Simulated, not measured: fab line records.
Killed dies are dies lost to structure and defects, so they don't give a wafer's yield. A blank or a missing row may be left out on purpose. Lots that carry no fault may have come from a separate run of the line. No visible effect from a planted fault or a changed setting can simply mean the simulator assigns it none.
Which tool is to blame? ; flow nand harc ; 45 wafers from 15 lots sampled at 4 of the route's 1302 steps

WHAT THE GAUGES READ, wafer by wafer
Not one reading of a measure or inspect step in the record can be checked against a usual standard deviation.

WHAT TOOL EACH LOT RAN ON (gives the tool, then ch and the chambers of the sampled wafers, and finally the start)
lot;NHARC_A_CONTACT_ETCH_134;NHARC_A_CONTACT_ETCH_139;NHARC_A_CONTACT_STRIP_26;NHARC_A_BLC_DEVELOP_09
L907;har cap etch-03 ch 0, day 22 18:56;har cap etch-03 ch 0, day 22 20:14;rie diel-06 ch 0,1, day 23 00:00 or earlier;litho track-06 ch 0, day 23 00:00
L911;har cap etch-02 ch 0,1, day 25 11:54;har cap etch-02 ch 0,1, day 25 13:12;rie diel-06 ch 1,2, day 25 16:00 or earlier;litho track-04 ch 0, day 25 16:00
L915;har cap etch-01 ch 0, day 25 14:52;har cap etch-01 ch 0, day 25 16:10;rie diel-06 ch 0,1,3, day 25 19:00 or earlier;litho track-01, day 25 19:00
L914;har cap etch-02 ch 0, day 25 16:41;har cap etch-02 ch 0, day 25 17:58;rie diel-06 ch 1,2,3, day 25 21:00 or earlier;litho track-06, day 25 21:00
L916;har cap etch-02 ch 0,1, day 26 02:34;har cap etch-02 ch 0,1, day 26 03:50;rie diel-06 ch 0,2, day 26 07:00 or earlier;litho track-04, day 26 07:00
L919;har cap etch-01 ch 0,1, day 27 15:59;har cap etch-01 ch 0,1, day 27 17:17;rie diel-06 ch 0,1,2, day 27 20:00 or earlier;litho track-01 ch 0, day 27 20:00
L920;har cap etch-03 ch 0,1, day 27 21:04;har cap etch-03 ch 0,1, day 27 22:21;rie diel-06 ch 1,3, day 28 01:00 or earlier;litho track-01 ch 0, day 28 01:00
L922;har cap etch-02 ch 0,1, day 28 05:20;har cap etch-02 ch 0,1, day 28 06:40;rie diel-06 ch 0,1,2, day 28 10:00 or earlier;litho track-04 ch 0, day 28 10:00
L921;har cap etch-03 ch 0,1, day 29 09:33;har cap etch-03 ch 0,1, day 29 10:50;rie diel-09 ch 1,2,3, day 29 14:00 or earlier;litho track-06 ch 0, day 29 14:00
L924;har cap etch-02 ch 0,1, day 29 23:02;har cap etch-02 ch 0,1, day 30 00:21;rie diel-09 ch 0,2,3, day 30 03:00 or earlier;litho track-04 ch 0, day 30 03:00
L925;har cap etch-03 ch 0,1, day 30 00:28;har cap etch-03 ch 0,1, day 30 02:13;rie diel-09 ch 1,2, day 30 05:00 or earlier;litho track-04 ch 0, day 30 05:00
L926;har cap etch-03 ch 0, day 30 14:01;har cap etch-03 ch 0, day 30 15:18;rie diel-02 ch 1,2,3, day 30 19:00 or earlier;litho track-04 ch 0, day 30 19:00
L929;har cap etch-03 ch 0,1, day 31 15:31;har cap etch-03 ch 0,1, day 31 16:49;rie diel-06 ch 0,1,2, day 31 21:00 or earlier;litho track-06 ch 0, day 31 21:00
L928;har cap etch-02 ch 0,1, day 31 16:56;har cap etch-02 ch 0,1, day 31 18:40;rie diel-06 ch 0,1,2, day 31 23:00 or earlier;litho track-04 ch 0, day 31 23:00
L930;har cap etch-01 ch 0,1, day 31 19:46;har cap etch-01 ch 0,1, day 31 21:04;rie diel-06 ch 1,2,3, day 32 00:00 or earlier;litho track-04 ch 0, day 32 00:00
- NHARC_A_CONTACT_ETCH_134: etches the open film in C4F8/O2/Ar, time 140 s, target depth 700 nm.
- NHARC_A_CONTACT_ETCH_139: etches the open film in C4F8/O2/Ar, time 195 s, target depth 840 nm.
- NHARC_A_CONTACT_STRIP_26: strips in O2.
- NHARC_A_BLC_DEVELOP_09: develop time 35 s.

WHAT THE TOOLS THEMSELVES READ (means of the sampled wafers that have a number; where no wafer has one, the mark that the record gives instead)
NHARC_A_CONTACT_ETCH_134.
lot;tool;chamber pressure mTorr (mTorr)
L907;har cap etch-03;20.006
L911;har cap etch-02;19.996
L915;har cap etch-01;20.009
L914;har cap etch-02;19.988
L916;har cap etch-02;20.004
L919;har cap etch-01;20.002
L920;har cap etch-03;20.000
L922;har cap etch-02;19.991
L921;har cap etch-03;20.004
L924;har cap etch-02;19.992
L925;har cap etch-03;19.999
L926;har cap etch-03;19.993
L929;har cap etch-03;20.004
L928;har cap etch-02;20.004
L930;har cap etch-01;19.987

NHARC_A_CONTACT_ETCH_139.
lot;tool;chamber pressure mTorr (mTorr)
L907;har cap etch-03;20.009
L911;har cap etch-02;20.004
L915;har cap etch-01;19.998
L914;har cap etch-02;20.002
L916;har cap etch-02;20.011
L919;har cap etch-01;19.989
L920;har cap etch-03;20.002
L922;har cap etch-02;20.000
L921;har cap etch-03;19.981
L924;har cap etch-02;19.995
L925;har cap etch-03;20.026
L926;har cap etch-03;20.004
L929;har cap etch-03;20.013
L928;har cap etch-02;19.999
L930;har cap etch-01;19.996

NHARC_A_CONTACT_STRIP_26.
lot;tool;chamber pressure mTorr (mTorr);drypump motor current A (A);oes product au (a.u.);rf vpp V (V);showerhead plenum p Torr (Torr);throttle valve pct (%)
L907;rie diel-06;60.01;5.7;1.003;57.7;3.66;17.040
L911;rie diel-06;59.96;5.4;1.000;57.3;3.42;17.037
L915;rie diel-06;60.01;5.4;0.996;57.6;3.53;17.040
L914;rie diel-06;60.05;5.4;0.994;57.5;3.43;17.036
L916;rie diel-06;60.01;5.8;0.997;57.7;3.59;17.041
L919;rie diel-06;59.98;5.6;1.000;58.7;3.55;17.036
L920;rie diel-06;60.03;5.2;0.991;57.6;3.39;17.044
L922;rie diel-06;59.95;5.6;0.991;58.6;3.55;17.044
L921;rie diel-09;60.03;5.8;1.008;58.9;3.73;17.032
L924;rie diel-09;59.93;5.6;1.008;58.2;3.62;17.052
L925;rie diel-09;59.99;5.5;0.994;58.4;3.69;17.037
L926;rie diel-02;59.99;6.3;1.012;58.1;3.52;17.043
L929;rie diel-06;59.98;5.6;1.001;57.5;3.55;17.035
L928;rie diel-06;60.03;5.6;0.991;58.3;3.55;17.040
L930;rie diel-06;59.99;5.3;1.006;57.8;3.42;17.042

NHARC_A_BLC_DEVELOP_09.
lot;tool;chill plate temp C (C)
L907;litho track-06;22.96
L911;litho track-04;23.02
L915;litho track-01;-
L914;litho track-06;-
L916;litho track-04;-
L919;litho track-01;22.89
L920;litho track-01;23.07
L922;litho track-04;22.97
L921;litho track-06;23.04
L924;litho track-04;22.87
L925;litho track-04;23.13
L926;litho track-04;23.20
L929;litho track-06;22.93
L928;litho track-04;23.05
L930;litho track-04;23.11

THE ANSWER, worked out from the rows above alone
Rule: the lots themselves supply what counts as usual. The widest of any qualifying gaps counts: lots, ordered by their means at a reading, are off when they make up no more than a third of the lots, leave a main group of 4 or more, and stand apart from it by 3 or more times the standard deviation of that group's means. If all means in a main group match to the digits the tables above print for the reading, that group is not used. A lot without any number at a reading at which 4 lots or more have one is off too. Any other lot the step has rows for is counted as sound. The gauges are gone through in route order, then the tools' own readings, and for those a lot's mean is taken as printed above. At the first step where some lot is off, the reading lying furthest off is the one used; lots without a number count as furthest.
Off: L915, L914, L916 (NHARC_A_BLC_DEVELOP_09, chill plate temp C). Without a number there: L915, L914, L916. The main group: mean 23.02 C, standard deviation 0.096.
A tool fits if, at that step or a process step before it, it ran every lot that is off, and no sound lot after the first of them. With no start given for some of its lots, NHARC_A_CONTACT_STRIP_26 uses the hours and lot order of NHARC_A_BLC_DEVELOP_09. Not one of the candidates tried fits.

WHAT WAS PUT IN BY THE SIMULATOR
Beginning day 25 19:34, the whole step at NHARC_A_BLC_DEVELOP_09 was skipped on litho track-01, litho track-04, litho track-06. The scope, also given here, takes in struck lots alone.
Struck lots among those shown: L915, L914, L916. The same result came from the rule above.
